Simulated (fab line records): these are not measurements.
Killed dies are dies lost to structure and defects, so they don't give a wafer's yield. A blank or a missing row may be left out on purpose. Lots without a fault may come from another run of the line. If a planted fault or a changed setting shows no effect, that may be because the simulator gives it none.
A struck lot beside a sound one	flow n5 finfet	37 steps out of a route of 1938
Sound: wafers L697.1, L697.3, L697.6. Struck: wafer L707.4. (L707.1, L707.5 of the same lot were not struck and are left out.) The cause comes at the end.
Each step with rows lists, per side, the tool, then ch with its chambers, then its first start. Under that, the readings that differ: sound wafers	struck wafers	difference of the means	sigmas: that difference in standard deviations of wafers without a fault.
alike: words and numbers the same on both sides, and readings whose means are apart by under 2 such deviations; not compared: readings that were withheld, readings missing a value for some wafer, numbers with overlapping values and no deviation given by the record, and bounds like >300 which may hide the same value.
The two part at a step that has a row with sigmas, a row that says differs or no value, or rows on one side only. When numbers do not overlap yet have no deviation, they are printed without sigmas and do not part them. A reading missing from all wafers of one side parts the sides only when that side holds two or more wafers.

first, 9 steps without rows for these wafers: N5_BEOL_M4_ANNEAL_95 (time 240 s); N5_BEOL_M4_SPUTTER_96 (material Cu, target thk 4.5 nm, time 8.29 s); N5_BEOL_M4_ECD_50 (material Cu, target thk 300 nm); N5_BEOL_M4_ANNEAL_51 (time 90 s); N5_BEOL_M4_CMP_52 (polishes, stops on SiOC, t overpolish 6.8 s, target thk 40 nm); N5_BEOL_M4_PRE_CLEAN_60 (time 15 s); N5_BEOL_M4_CO_CAP_55 (material Co, precursor CCTBA/H2, target thk 2 nm, time 102.1 s); N5_BEOL_M4_PRE_CLEAN_56 (time 15 s); N5_BEOL_M4_DEP_57 (deposits SiCN from 3MS/NH3, target thk 8 nm, time 14 s).
N5_BEOL_M4_RC_MEAS_101:
  sound on prober-01 ch 0, day 9 12:28; struck on prober-02 ch 0, day 12 23:44
  alike: DIBL_N, DIBL_P, IOFF_N, IOFF_P, ION_N, ION_P, SS_N, SS_P, VT_N, VT_P
then, 24 steps without rows for these wafers: N5_BEOL_M5_ILD_DEP_00 (deposits SiCOH lowk from DEMS/porogen, target thk 140.64 nm, time 25.9 s); N5_BEOL_M5_CURE_79 (cures SiCOH lowk, time 240 s); N5_BEOL_M5_PECVD_70 (deposits SiO2 from TEOS/O2, target thk 16 nm, time 18 s); N5_BEOL_M5_HM_DEP_02 (deposits TiN, target thk 20 nm); N5_BEOL_M5_COAT_59 (time 60 s, resist thk 60 nm); N5_BEOL_M5_COAT_60 (time 60 s, resist thk 12 nm); N5_BEOL_M5_COAT_71 (time 60 s, resist thk 5 nm); N5_BEOL_M5_COAT_05 (resist thk 30 nm); N5_BEOL_M5_EBR_07; N5_BEOL_M5_SOFTBAKE_06 (time 60 s); N5_BEOL_M5_EXPOSE_08 (exposes mask M5, target cd 28 nm); N5_BEOL_M5_PEB_09 (peb time 60 s); N5_BEOL_M5_DEVELOP_10 (develop time 30 s); N5_BEOL_M5_DESCUM_16 (chemistry O2, time 7 s); N5_BEOL_M5_ETCH_72 (etches underlayer in N2/H2, target depth 6.5 nm, time 5.2 s); N5_BEOL_M5_ETCH_61 (etches SiARC in CF4, target depth 15.6 nm, time 26 s); N5_BEOL_M5_ETCH_62 (etches SOC in N2/H2, target depth 75 nm, overetch 15 nm, time 112.5 s); N5_BEOL_M5_STRIP_63 (strips in N2/H2); N5_BEOL_M5_STRIP_73 (strips in N2/H2); N5_BEOL_M5_STRIP_64 (strips in CF4); N5_BEOL_M5_HM_OPEN_17 (chemistry Cl2/BCl3, target TiN, target depth 20 nm, overetch 6 nm); N5_BEOL_M5_STRIP_19 (strips in O2); N5_BEOL_M5_COAT_65 (time 60 s, resist thk 60 nm); N5_BEOL_M5_COAT_66 (time 60 s, resist thk 12 nm).
N5_BEOL_M5_ALD_86: deposits TaN, pulse time 2 s, purge time 3 s, co reactant purge time 2 s.
  sound on ald metal-04 ch 0,2,3, day 10 00:27; struck on ald metal-04 ch 0, day 13 08:44
  alike: heater power w
-- a jump in the record: the struck wafers' starts before and after are 4 days apart (it breaks off in module BEOL_M5 and resumes in module BEOL_M15, where the first step shown is number 1830 of the route) --
N5_BEOL_M15_RC_MEAS_101:
  sound on prober-01 ch 0, day 13 09:52; struck on prober-01 ch 0, day 17 01:07
reading	sound	struck	difference	sigmas
COMB_M15 (S/m)	4.2e-12 2.7e-12 3e-12	2.2e-12	-1.1e-12	-2
COMB_M5_max_site (S/m)	5.4e-11 4.8e-11 6e-11	2.14e-10	+1.60e-10	+13
SERP_M14 (ohm/um)	0.164 0.161 0.160	0.169	+0.007	+2
  alike: COMB_M10, COMB_M11, COMB_M12, COMB_M13, COMB_M14, COMB_M5, COMB_M6, COMB_M7, COMB_M7_max_site, COMB_M8, COMB_M9, COMB_M9_max_site, SERP_M10, SERP_M11, SERP_M12, SERP_M13, SERP_M5, SERP_M6, SERP_M7, SERP_M8, SERP_M9, SERP_M9_max_site
N5_PASSIVATION_PROBE_49:
  sound on prober-02, day 14 03:15; struck on prober-01, day 17 14:23
reading	sound	struck	difference	sigmas
defect limited yield (%)	92.7 90.6 93.5	88.6	-3.7	-3
killed dies	86 111 77	134	+43	+3
killed short	26 25 16	52	+30	+4
sort_bin_4_leakage (%)	0.08 0 0	1.10	+1.07	+40
sort_bin_6_memory (%)	2.8 3.6 2.6	4.6	+1.6	+2
sort n pass	1093 1069 1103	1046	-42	-2
sort yield pct (%)	92.6 90.6 93.5	88.6	-3.6	-3
  alike: killed_at_M0_to_M3, killed_at_M4_up, killed at contacts, killed at front end, killed at other, killed open, sort_bin_5_function

WHERE THEY PART
First at N5_BEOL_M15_RC_MEAS_101; last, within this record, at N5_PASSIVATION_PROBE_49.

WHY: the cause the simulator had injected
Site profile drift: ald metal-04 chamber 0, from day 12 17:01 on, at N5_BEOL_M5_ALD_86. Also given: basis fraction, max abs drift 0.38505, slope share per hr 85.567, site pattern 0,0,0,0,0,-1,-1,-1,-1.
